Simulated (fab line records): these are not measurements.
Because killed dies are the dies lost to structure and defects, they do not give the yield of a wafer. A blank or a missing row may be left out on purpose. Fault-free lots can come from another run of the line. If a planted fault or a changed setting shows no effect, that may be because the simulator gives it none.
Matching of chambers    flow nand harc    ald hk-04 running NHARC_A_CHANNEL_FILL_D1_ALD_16: 4 sister chambers
The step deposits SiO2, target thk 1.5 nm, pulse time 10 s, ald cycles 15. 8 wafers are shown with their chamber, then 11 later ones without.

== WAFERS PAIRED WITH THEIR CHAMBERS ==
wafer   chamber  heater power outer w (W)  heater power w (W)
L083.6  0        219                       447
L084.1  0        225                       438
L084.3  3        256                       459
L086.5  2        251                       450
L087.1  2        254                       454
L087.3  3        256                       452
L087.5  1        274                       481
L089.3  1        276                       477

== WAFERS WITHOUT THEIR CHAMBER ==
wafer   heater power outer w (W)  heater power w (W)
L089.5  260                       466
L089.6  251                       465
L091.1  259                       464
L091.3  219                       436
L091.6  264                       478
L092.3  262                       458
L092.4  284                       479
L092.6  224                       443
L095.1  258                       463
L095.4  226                       438
L095.5  223                       446

== THE CHAMBER EACH PASSED THROUGH ==
wafer   from the rows above      in truth
L089.5  can't be placed: 3 or 2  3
L089.6  can't be placed: 3 or 2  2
L091.1  can't be placed: 3 or 2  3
L091.3  0                        0
L091.6  can't be placed: 1 or 3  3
L092.3  can't be placed: 3 or 2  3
L092.4  1                        1
L092.6  0                        0
L095.1  can't be placed: 3 or 2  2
L095.4  0                        0
L095.5  0                        0
Correctly placed: 5 of 11. From these rows, 6 cannot be placed; in 6 the true chamber is one of the candidates. Number placed wrongly: 0.
How it was worked out, from the rows above alone: a wafer's distance from a chamber is the root of the sum, over the readings, of the square of ((its reading less the chamber's mean) divided by the reading's scatter). If the next closest chamber is less than 2 further off than the closest, the wafer can't be placed; otherwise it belongs to the closest. The mean given for a chamber averages the wafers shown for that chamber. How the scatter is found: for the shown wafers, subtract from each reading the mean of its chamber, square and add these, divide the total by (wafers less chambers), then take the root.
